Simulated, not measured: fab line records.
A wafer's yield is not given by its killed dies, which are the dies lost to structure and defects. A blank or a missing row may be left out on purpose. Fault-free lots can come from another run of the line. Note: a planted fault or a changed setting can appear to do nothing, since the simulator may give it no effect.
Split-lot study | flow n5-finfet | 7 lots, 39 wafers read, on a route of 1938 steps

== THE SPLIT ==
At N5_MIM_TOP_LITHO_DEVELOP_07 (develop time 60 s), the setting develop-time-s was moved away from the recipe's 60 s on 15 of the 39 wafers read, by -57.1% to +23.8%. For the rest of the wafers, this setting stayed at what the recipe calls for.

== FROM THE SPLIT ON TO THE READING: in between, the file shows 1 step ==
- N5_MIM_TOP_LITHO_HARDBAKE_09: time 120 s

== THE READING ==
Shown in nm: cd-nm at N5_MIM_TOP_LITHO_CD_MEAS_08, with target cd 2000 nm. A value of 2001.1 nm with a standard deviation of 1.6 nm is what fault-free wafers of this fab line usually give.

wafer  | tool, chamber at the split | develop-time-s as run, s | against the recipe | cd-nm, nm | against lot-mates on the recipe
L074.1 | litho-track-02, 0          | 60                       | recipe             | 1998.2    | -
L074.2 | litho-track-02, 0          | 60                       | recipe             | 2000.1    | -
L074.3 | litho-track-02, 0          | 33.85                    | -43.6%             | 2012.3    | +13.3
L074.4 | litho-track-02, 0          | 60                       | recipe             | 1998.7    | -
L074.5 | litho-track-02, 0          | 33.85                    | -43.6%             | 2010.7    | +11.7
L074.6 | litho-track-02, 0          | 33.85                    | -43.6%             | 2012.8    | +13.8
L075.1 | litho-track-01, 0          | 60                       | recipe             | 2004.0    | -
L075.2 | litho-track-01, 0          | 25.73                    | -57.1%             | 2016.7    | +14.8
L075.3 | litho-track-01, 0          | 60                       | recipe             | 2000.3    | -
L075.4 | litho-track-01, 0          | 60                       | recipe             | 2001.5    | -
L075.5 | litho-track-01, 0          | 25.73                    | -57.1%             | 2020.3    | +18.4
L075.6 | litho-track-01, 0          | 25.73                    | -57.1%             | 2020.5    | +18.6
L081.3 | litho-track-02, 0          | 60                       | recipe             | 2001.6    | -
L081.4 | litho-track-02, 0          | 60                       | recipe             | 1999.6    | -
L081.6 | litho-track-02, 0          | 60                       | recipe             | 2001.7    | -
L089.1 | litho-track-02, 0          | 60                       | recipe             | 2000.0    | -
L089.2 | litho-track-02, 0          | 60                       | recipe             | 1999.9    | -
L089.3 | litho-track-02, 0          | 60                       | recipe             | 2001.7    | -
L089.4 | litho-track-02, 0          | 60                       | recipe             | 2001.6    | -
L089.5 | litho-track-02, 0          | 60                       | recipe             | 1999.0    | -
L089.6 | litho-track-02, 0          | 60                       | recipe             | 2001.2    | -
L090.1 | litho-track-02, 0          | 74.28                    | +23.8%             | 1997.3    | -3.3
L090.2 | litho-track-02, 0          | 74.28                    | +23.8%             | 1994.5    | -6.1
L090.3 | litho-track-02, 0          | 60                       | recipe             | 2000.0    | -
L090.4 | litho-track-02, 0          | 60                       | recipe             | 2001.3    | -
L090.5 | litho-track-02, 0          | 74.28                    | +23.8%             | 1995.3    | -5.3
L090.6 | litho-track-02, 0          | 60                       | recipe             | 2000.4    | -
L092.1 | litho-track-02, 0          | 27.7                     | -53.8%             | 2016.1    | +15.0
L092.2 | litho-track-02, 0          | 60                       | recipe             | 2001.3    | -
L092.3 | litho-track-02, 0          | 60                       | recipe             | 1999.5    | -
L092.4 | litho-track-02, 0          | 60                       | recipe             | 2002.4    | -
L092.5 | litho-track-02, 0          | 27.7                     | -53.8%             | 2018.4    | +17.3
L092.6 | litho-track-02, 0          | 27.7                     | -53.8%             | 2014.6    | +13.5
L095.1 | litho-track-04, 0          | 28.14                    | -53.1%             | 2016.2    | +15.2
L095.2 | litho-track-04, 0          | 28.14                    | -53.1%             | 2016.8    | +15.8
L095.3 | litho-track-04, 0          | 60                       | recipe             | 2000.9    | -
L095.4 | litho-track-04, 0          | 60                       | recipe             | 2000.6    | -
L095.5 | litho-track-04, 0          | 60                       | recipe             | 2001.5    | -
L095.6 | litho-track-04, 0          | 28.14                    | -53.1%             | 2017.2    | +16.2

FIT RESULTS
A straight line over all 39 wafers: cd-nm changes by -0.289 nm for each +1% of develop-time-s; r = -0.98; the points scatter about the line by 1.5 nm.
The same after taking each lot's own level away (the mean of its wafers on the recipe; 39 wafers): -0.286 nm for each +1%; r = -0.99; scatter 1.3 nm.
Per that fit: largest develop-time-s move, reading shift of 16 nm.
From 1999.00 to 2001.93 nm: that is the span of the lots' own levels, equal to 1.8 times the standard deviation above.
The two slopes agree, so the slope changes little with the lot-to-lot level.
Check: +16.8 nm against its lot-mates is what the line predicts for one of the wafers moved furthest among these (-57.1%) when that wafer is left out of the fit. It came out at +14.8 nm against them.

== FURTHER SPLITS ON THESE WAFERS ==
Before the reading, these wafers also passed through other splits. Each is held against what the fit with the lots' levels taken away leaves over:
other split on the same wafers     | wafers away from the commonest value | r with cd-nm (lot level and that fit taken away)
N5_BEOL_M12_ETCH_59 target-depth-a | 12                                   | +0.05

== THE WHOLE CHAIN: every reading that the file lists as answering this split, in the file's order ==
step                        | what it does             | reading                                                              | change (the file's fit)               | r (the file's)
N5_MIM_TOP_LITHO_CD_MEAS_08 | target cd 2000 nm        | cd-nm                                                                | -0.29 nm for each +1% of the setting  | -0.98
N5_MIM_TOP_LITHO_DESCUM_10  | chemistry O2, time 7.9 s | MIM_TOP_LITHO.cd-nm (the simulator's own value, which no gauge read) | -0.291 nm for each +1% of the setting | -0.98

== FILE'S OWN FIT ==
cd-nm changes by -0.29 nm for each +1% of develop-time-s, r = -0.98.
